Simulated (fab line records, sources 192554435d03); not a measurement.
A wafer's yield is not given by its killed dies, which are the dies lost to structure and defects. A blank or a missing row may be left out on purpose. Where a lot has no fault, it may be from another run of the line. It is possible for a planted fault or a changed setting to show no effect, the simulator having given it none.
What tool caused it?	flow n5_finfet	8 lots, 22 wafers sampled, at 6 steps of a route of 1938

WHAT EACH GAUGE READ, for each wafer
N5_MOL_CONTACT_COAG_INSPECT_42: inspects for defects (brightfield).
lot	measured	on	raw_defect_count
L919	day 5 09:09	defect_inspect-01	248 196 290
L921	day 5 15:01	defect_inspect-02	238 272 210
L928	day 7 08:29	defect_inspect-02	171 1430 127
L931	day 8 15:49	defect_inspect-02	170 1600 133
L933	day 8 20:32	defect_inspect-01	185 139
L938	day 9 20:46	defect_inspect-01	188 223
L941	day 10 19:22	defect_inspect-02	184 303 208
L942	day 11 05:14	defect_inspect-02	142 147 165

N5_BEOL_M4_RC_MEAS_101.
lot	measured	on	DIBL_N (mV/V)	DIBL_P (mV/V)	IOFF_N (nA/um)	IOFF_P (nA/um)	ION_N (uA/um)	ION_P (uA/um)	SS_N (mV/dec)	SS_P (mV/dec)	VT_N (mV)	VT_P (mV)
L919	day 8 00:46	prober-01	34.7 36.7 37.3	33.7 36.4 36.6	0.115 0.153 0.167	0.16 0.20 0.21	634 675 669	440 463 453	70.6 71.1 71.8	73.0 73.7 73.5	256 251 247	-254 -254 -252
L921	day 8 03:03	prober-01	36.7 34.2 35.7	36.8 34.3 35.8	0.158 0.117 0.134	0.21 0.17 0.19	646 669 655	448 460 453	72.1 70.9 71.5	72.9 72.4 72.8	253 255 255	-252 -253 -253
L928	day 10 05:49	prober-02	37.2 36.5 35.6	37.5 37.7 35.0	0.161 0.155 0.128	0.20 0.21 0.17	668 675 668	458 468 456	71.2 71.8 71.4	74.1 73.9 73.0	250 249 253	-252 -252 -254
L931	day 11 23:13	prober-01	37.6 35.0 34.9	37.8 33.7 35.0	0.180 0.141 0.143	0.23 0.17 0.18	672 659 673	458 449 454	71.6 71.5 70.8	73.6 72.5 73.1	250 249 254	-250 -257 -251
L933	day 12 04:23	prober-02	34.0 33.5	34.2 33.2	0.123 0.112	0.16 0.15	674 660	457 455	70.9 70.4	72.8 72.2	253 252	-256 -255
L938	day 13 00:38	prober-01	34.3 36.1	33.0 35.3	0.113 0.139	0.16 0.19	673 674	463 468	70.9 70.2	72.8 73.2	253 251	-253 -253
L941	day 14 12:02	prober-01	33.1 32.8 33.7	32.6 33.5 33.0	0.103 0.110 0.116	0.15 0.17 0.16	657 664 670	456 464 451	70.5 70.8 70.2	71.4 72.8 72.3	257 253 253	-255 -253 -255
L942	day 14 15:52	prober-01	34.9 36.2 35.0	36.4 37.9 36.3	0.155 0.173 0.146	0.21 0.23 0.20	684 678 675	468 465 472	71.1 71.8 71.4	73.1 74.0 73.0	248 246 248	-249 -250 -250

EACH LOT AND THE TOOL THAT RAN IT (in order: tool; ch and the chambers of the sampled wafers; start)
lot	N5_MOL_CONTACT_COAG_ETCH_90	N5_MOL_CONTACT_COAG_ETCH_91	N5_MOL_CONTACT_COAG_ETCH_47	N5_MOL_CONTACT_COAG_ETCH_67
L919	rie_diel-02 ch 0,3, day 5 07:52	rie_diel-04 ch 1,2, day 5 08:10	rie_diel-04 ch 1,2, day 5 08:24	rie_diel-02 ch 2,3, day 5 09:46
L921	rie_diel-04 ch 1,2,3, day 5 13:50	rie_diel-03 ch 1,2, day 5 14:08	rie_diel-03 ch 1,2, day 5 14:22	rie_diel-03 ch 0,2, day 5 15:31
L928	rie_diel-03 ch 2,3, day 7 07:14	rie_diel-03 ch 0,2,3, day 7 07:37	rie_diel-03 ch 0,2,3, day 7 07:51	rie_diel-03 ch 0,3, day 7 10:10
L931	rie_diel-03 ch 1,2, day 8 14:32	rie_diel-03 ch 0,2,3, day 8 14:50	rie_diel-03 ch 0,2,3, day 8 15:04	rie_diel-03 ch 0,1,3, day 8 16:47
L933	rie_diel-03 ch 2,3, day 8 18:55	rie_diel-04 ch 0,3, day 8 19:34	rie_diel-04 ch 0,3, day 8 19:47	rie_diel-02 ch 1,2, day 8 21:37
L938	rie_diel-02 ch 0,3, day 9 19:13	rie_diel-02 ch 2,3, day 9 19:52	rie_diel-02 ch 2,3, day 9 20:05	rie_diel-04 ch 0,1, day 9 21:18
L941	rie_diel-02 ch 1,2,3, day 10 18:05	rie_diel-04 ch 0,1,3, day 10 18:23	rie_diel-04 ch 0,1,3, day 10 18:37	rie_diel-03 ch 0,1,2, day 10 19:47
L942	rie_diel-03 ch 0,2,3, day 11 03:59	rie_diel-03 ch 0,2, day 11 04:20	rie_diel-03 ch 0,2, day 11 04:34	rie_diel-02 ch 1,2,3, day 11 06:37
- N5_MOL_CONTACT_COAG_ETCH_90: etches SiARC in CF4, target depth 13 nm, time 21.7 s.
- N5_MOL_CONTACT_COAG_ETCH_91: etches SOC in N2/H2, target depth 60 nm, overetch 21 nm, time 101.2 s.
- N5_MOL_CONTACT_COAG_ETCH_47: etches SiNx in CH3F/O2, stops on W, target depth 27 nm.
- N5_MOL_CONTACT_COAG_ETCH_67: etches SOC in N2/H2, target depth 60 nm, overetch 21 nm, time 101.2 s.

WHAT THE TOOLS THEMSELVES READ (means of the sampled wafers that have a number; where no wafer has one, the mark that the record gives instead)
N5_MOL_CONTACT_COAG_ETCH_90.
lot	tool	drypump_motor_current_A (A)	etch_rf_on_time_s (s)	oes_product_au (a.u.)	rf_vpp_V (V)	showerhead_plenum_p_Torr (Torr)	throttle_valve_pct (%)
L919	rie_diel-02	5.6	22.5	0.58	182.9	2.13	15.80
L921	rie_diel-04	6.1	21.4	0.70	184.1	2.15	15.50
L928	rie_diel-03	5.4	21.9	0.65	183.4	2.06	15.68
L931	rie_diel-03	5.6	20.9	0.81	183.6	2.10	15.63
L933	rie_diel-03	5.5	21.9	0.67	184.6	2.06	15.66
L938	rie_diel-02	5.6	21.4	0.80	185.1	2.23	15.34
L941	rie_diel-02	5.9	21.3	0.74	184.1	2.15	15.47
L942	rie_diel-03	5.5	21.9	0.68	183.8	2.07	15.66

N5_MOL_CONTACT_COAG_ETCH_91.
lot	tool	drypump_motor_current_A (A)	oes_product_au (a.u.)	rf_vpp_V (V)	showerhead_plenum_p_Torr (Torr)	temp_c (C)	throttle_valve_pct (%)
L919	rie_diel-04	5.9	0.75	524.6	2.52	40.05	17.59
L921	rie_diel-03	5.6	0.65	523.3	2.51	39.87	18.15
L928	rie_diel-03	5.5	0.71	521.9	2.47	40.03	17.80
L931	rie_diel-03	5.5	0.69	521.5	2.46	39.96	17.82
L933	rie_diel-04	5.8	0.62	523.5	2.54	40.10	18.17
L938	rie_diel-02	5.5	0.74	526.0	2.60	40.00	17.77
L941	rie_diel-04	5.8	0.73	523.4	2.51	39.96	17.90
L942	rie_diel-03	5.6	0.71	522.7	2.48	39.97	17.78

N5_MOL_CONTACT_COAG_ETCH_47.
lot	tool	drypump_motor_current_A (A)	etch_rf_on_time_s (s)	oes_ar_750_au (a.u.)	oes_product_au (a.u.)	rf_vpp_V (V)	showerhead_plenum_p_Torr (Torr)	throttle_valve_pct (%)
L919	rie_diel-04	5.9	30.5	0.89	0.81	292	1.98	16.10
L921	rie_diel-03	5.6	31.1	0.78	0.69	295	1.97	16.69
L928	rie_diel-03	5.5	31.0	0.84	0.76	299	1.94	16.31
L931	rie_diel-03	5.5	31.1	0.82	0.74	299	1.93	16.34
L933	rie_diel-04	5.7	31.4	0.75	0.67	296	2.00	16.65
L938	rie_diel-02	5.5	30.4	0.89	0.79	292	2.04	16.20
L941	rie_diel-04	5.8	31.1	0.88	0.78	294	1.98	16.36
L942	rie_diel-03	5.6	31.0	0.84	0.76	296	1.94	16.29

N5_MOL_CONTACT_COAG_ETCH_67.
lot	tool	drypump_motor_current_A (A)	oes_product_au (a.u.)	rf_vpp_V (V)	showerhead_plenum_p_Torr (Torr)	temp_c (C)	throttle_valve_pct (%)
L919	rie_diel-02	5.5	0.70	522.0	2.46	39.99	17.92
L921	rie_diel-03	5.6	0.71	521.5	2.50	40.03	17.84
L928	rie_diel-03	5.3	0.66	520.5	2.44	40.04	17.87
L931	rie_diel-03	5.4	0.72	521.4	2.47	40.02	17.89
L933	rie_diel-02	6.1	0.71	523.0	2.48	39.87	17.75
L938	rie_diel-04	5.4	0.69	522.0	2.46	39.88	17.93
L941	rie_diel-03	5.5	0.74	522.2	2.49	40.00	17.85
L942	rie_diel-02	5.9	0.71	524.9	2.55	39.91	17.73

THE ANSWER, worked out from the rows above alone
Rule: the usual values come from the lots themselves. The widest of any qualifying gaps counts: lots, ordered by their means at a reading, are off when they make up no more than a third of the lots, leave a main group of 4 or more, and stand apart from it by 3 or more times the standard deviation of that group's means. A main group is skipped when, at the precision printed for the reading in the tables above, its means are all equal. A lot without any number at a reading at which 4 lots or more have one is off too. The other lots that the step has rows for count as sound. Order of review: gauges by route order, followed by the tools' own readings, for which a lot's mean as printed above is used. The first step at which some lot is off is used, and at that step the reading that is off furthest; a lot without a number counts as furthest.
Off at N5_MOL_CONTACT_COAG_INSPECT_42 (raw_defect_count): L928, L931. The main group has a mean of 206 with a standard deviation of 37.
A tool fits if, at a process step before that reading, it ran every lot that is off, and no sound lot after the first of them. Gauges at N5_MOL_CONTACT_COAG_INSPECT_42: tried the same way as those tools. Of those tried, none fits.

WHAT THE SIMULATOR PUT IN
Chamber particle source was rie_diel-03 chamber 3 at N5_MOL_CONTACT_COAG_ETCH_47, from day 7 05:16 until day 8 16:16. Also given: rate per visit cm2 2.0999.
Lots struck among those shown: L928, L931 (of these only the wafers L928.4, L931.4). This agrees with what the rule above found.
